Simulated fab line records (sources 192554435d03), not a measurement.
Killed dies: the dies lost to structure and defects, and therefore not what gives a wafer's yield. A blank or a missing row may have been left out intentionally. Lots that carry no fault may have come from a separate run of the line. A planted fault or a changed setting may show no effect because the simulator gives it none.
Split-lot study -- flow n5-finfet -- 21 wafers read across 7 lots, on a route 1938 steps long

## THE SPLIT ITSELF
At N5_BEOL_M6_TRENCH_ETCH_37 (etches SiCOH lowk in C4F6/O2, target depth 94.435 nm, time 31.5 s), the setting time-s was moved away from the recipe's 31.5 s on 7 of the 21 wafers read, by -16.5% to +18.5%. For the rest of the wafers, this setting stayed at what the recipe calls for.

## FROM THE SPLIT TO THE READING: what the file shows between them, 10 steps
- N5_BEOL_M6_ETCH_41: etches SiCN in CH3F/O2, target depth 29.7 nm, time 52 s
- N5_BEOL_M6_STRIP_80: strips in N2/H2, time 10 s
- N5_BEOL_M6_OCD_MEAS_38
- N5_BEOL_M6_HM_STRIP_39: strips TiN in peroxide tin strip, target depth 25 nm, time 158 s
- N5_BEOL_M6_SRD_40: time 30 s
- N5_BEOL_M6_ECD_50: material Cu, target thk 300 nm
- N5_BEOL_M6_ANNEAL_51: time 90 s
- N5_BEOL_M6_CMP_52: polishes, stops on SiCOH lowk, t overpolish 6.9 s, target thk 80 nm
- N5_BEOL_M6_PRE_CLEAN_55: time 15 s
- N5_BEOL_M6_DEP_56: deposits SiCN from 3MS/NH3, target thk 10 nm, time 17.5 s

## THE READING
At N5_BEOL_M6_RS_MEAS_57, a four-point-probe measurement gives M6_RS in ohm/sq. On this fab line, fault-free wafers typically give 0.287 ohm/sq with a standard deviation of 0.012 ohm/sq.

wafer,"tool, chamber at the split","time-s as run, s",against the recipe,"M6_RS, ohm/sq",against lot-mates on the recipe
L079.1,"rie-diel-06, 0",31.5,recipe,0.296,-
L079.3,"rie-diel-06, 2",31.5,recipe,0.281,-
L079.5,"rie-diel-06, 3",31.5,recipe,0.294,-
L082.1,"rie-diel-03, 0",31.5,recipe,0.276,-
L082.2,"rie-diel-03, 3",29.28,-7.0%,0.327,+0.051
L082.4,"rie-diel-03, 2",29.28,-7.0%,0.314,+0.038
L083.1,"rie-diel-03, 1",31.5,recipe,0.285,-
L083.3,"rie-diel-03, 3",31.5,recipe,0.305,-
L083.6,"rie-diel-03, 2",31.5,recipe,0.285,-
L089.3,"rie-diel-06, 2",31.5,recipe,0.280,-
L089.5,"rie-diel-06, 3",31.5,recipe,0.297,-
L089.6,"rie-diel-06, 2",33.67,+6.9%,0.270,-0.018
L090.2,"rie-diel-05, 2",31.5,recipe,0.267,-
L090.3,"rie-diel-05, 3",31.5,recipe,0.295,-
L090.4,"rie-diel-05, 0",37.33,+18.5%,0.227,-0.054
L094.2,"rie-diel-05, 1",27.19,-13.7%,0.355,+0.060
L094.3,"rie-diel-05, 3",27.19,-13.7%,0.351,+0.056
L094.5,"rie-diel-05, 3",31.5,recipe,0.295,-
L095.1,"rie-diel-03, 2",31.5,recipe,0.277,-
L095.3,"rie-diel-03, 1",26.3,-16.5%,0.361,+0.080
L095.4,"rie-diel-03, 0",31.5,recipe,0.286,-

FIT RESULTS
A straight line over all 21 wafers: M6_RS changes by -0.00407 ohm/sq for each +1% of time-s; r = -0.95; the points scatter about the line by 0.01 ohm/sq.
The same after taking each lot's own level away (the mean of its wafers on the recipe; 21 wafers): -0.00398 ohm/sq for each +1%; r = -0.95; scatter 0.01 ohm/sq.
According to that fit, moving time-s by its largest amount changes the reading by 0.074 ohm/sq.
From 0.2760 to 0.2950 ohm/sq: that is the span of the lots' own levels, equal to 1.6 times the standard deviation above.
The two slopes are in agreement: the lot-to-lot level therefore moves the slope only a little.
Check: for one of the wafers moved furthest among these (+18.5%), held out of the fit, the line's prediction against its lot-mates is -0.0812 ohm/sq. Against them it came out at -0.054 ohm/sq.

## ADDITIONAL SPLITS CARRIED BY THESE WAFERS
These wafers also went through other splits before the reading. Each is held against what the fit with the lots' levels taken away leaves over:
other split on the same wafers,wafers away from the commonest value,r with M6_RS (lot level and that fit taken away)
N5_BEOL_M6_ETCH_66 bias-w,4,+0.00

## THE WHOLE CHAIN: every reading that the file lists as answering this split, in the file's order
step,what it does,reading,change (the file's fit),r (the file's)
N5_BEOL_M6_TRENCH_ETCH_37,"etches SiCOH lowk in C4F6/O2, target depth 94.435 nm, time 31.5 s","etch.depth-nm (the simulator's own value, which no gauge read)",+0.906 nm for each +1% of the setting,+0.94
N5_BEOL_M6_TRENCH_ETCH_37,"etches SiCOH lowk in C4F6/O2, target depth 94.435 nm, time 31.5 s","BEOL_M6.feature-depth-nm (the simulator's own value, which no gauge read)",+0.903 nm for each +1% of the setting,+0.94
N5_BEOL_M6_OCD_MEAS_38,,trench-depth-nm,+0.908 nm for each +1% of the setting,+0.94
N5_BEOL_M6_CMP_52,"polishes, stops on SiCOH lowk, t overpolish 6.9 s, target thk 80 nm","Cu_of_BEOL_M6_ECD_50.thk-nm (the simulator's own value, which no gauge read)",+0.89 nm for each +1% of the setting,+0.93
N5_BEOL_M6_RS_MEAS_57,measures by four-point-probe,M6_RS,-0.00394 for each +1% of the setting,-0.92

## FILE'S OWN FIT
M6_RS changes by -0.00394 ohm/sq for each +1% of time-s, r = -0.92.
